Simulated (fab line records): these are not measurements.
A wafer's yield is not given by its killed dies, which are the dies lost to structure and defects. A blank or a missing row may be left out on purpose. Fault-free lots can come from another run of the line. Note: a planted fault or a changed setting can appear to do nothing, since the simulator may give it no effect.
Matching of chambers | flow nandHarc | NHARC_P_BONDPAD_CMP_32 on cmp-02: 4 sister chambers
The step polishes SiCN, target thk 200 nm. 22 wafers are shown with their chamber, then 11 later ones without.

== EACH WAFER AND ITS CHAMBER ==
wafer  | chamber | motorCurrentA (A)
L076.1 | 3       | 11.1
L076.2 | 0       | 16.1
L076.4 | 2       | 11.3
L078.1 | 2       | 11.4
L078.3 | 0       | 14.7
L078.5 | 0       | 15.1
L077.2 | 2       | 11.6
L077.3 | 0       | 16.2
L077.4 | 3       | 11.8
L079.1 | 1       | 10.8
L079.2 | 0       | 14.9
L079.4 | 3       | 11.7
L080.1 | 2       | 11.9
L080.2 | 1       | 11.0
L080.3 | 0       | 17.1
L086.1 | 1       | 10.1
L086.3 | 0       | 16.0
L086.4 | 2       | 10.9
L087.1 | 1       | 10.9
L087.3 | 3       | 11.8
L087.5 | 0       | 16.1
L089.1 | 1       | 10.5

SIGNATURES, as means of the wafers listed above
reading       | chamber 0 | chamber 1 | chamber 2 | chamber 3 | scatter within a chamber
motorCurrentA | 15.775    | 10.660    | 11.420    | 11.600    | 0.577
Rule: for a wafer and a chamber, the distance is found by dividing, reading by reading, the gap between the wafer's reading and the chamber's mean by the reading's scatter, squaring, summing and taking the root. The wafer belongs to the nearest chamber; if the next one is less than 2 further off, it can't be placed. The scatter: the root of (the sum of the squares of (reading less its chamber's mean) over the shown wafers, divided by (wafers less chambers)).

== WAFERS MISSING THEIR CHAMBER ==
wafer  | motorCurrentA (A)
L089.4 | 11.8
L089.5 | 15.8
L091.2 | 10.6
L091.4 | 11.9
L091.5 | 11.5
L092.2 | 11.7
L092.5 | 10.9
L092.6 | 15.7
L093.4 | 11.9
L093.5 | 10.5
L093.6 | 11.1

== THE CHAMBER EACH PASSED THROUGH ==
wafer  | from the rows above          | in truth
L089.4 | can't be placed: 3 or 2 or 1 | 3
L089.5 | 0                            | 0
L091.2 | can't be placed: 1 or 2 or 3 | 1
L091.4 | can't be placed: 3 or 2 or 1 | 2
L091.5 | can't be placed: 2 or 3 or 1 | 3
L092.2 | can't be placed: 3 or 2 or 1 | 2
L092.5 | can't be placed: 1 or 2 or 3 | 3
L092.6 | 0                            | 0
L093.4 | can't be placed: 3 or 2 or 1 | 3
L093.5 | can't be placed: 1 or 2 or 3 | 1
L093.6 | can't be placed: 2 or 1 or 3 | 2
Correct placement for 2 of the 11. Cannot be placed on the basis of these rows: 9; the candidates contain the true chamber in 9. 0 placed wrongly.
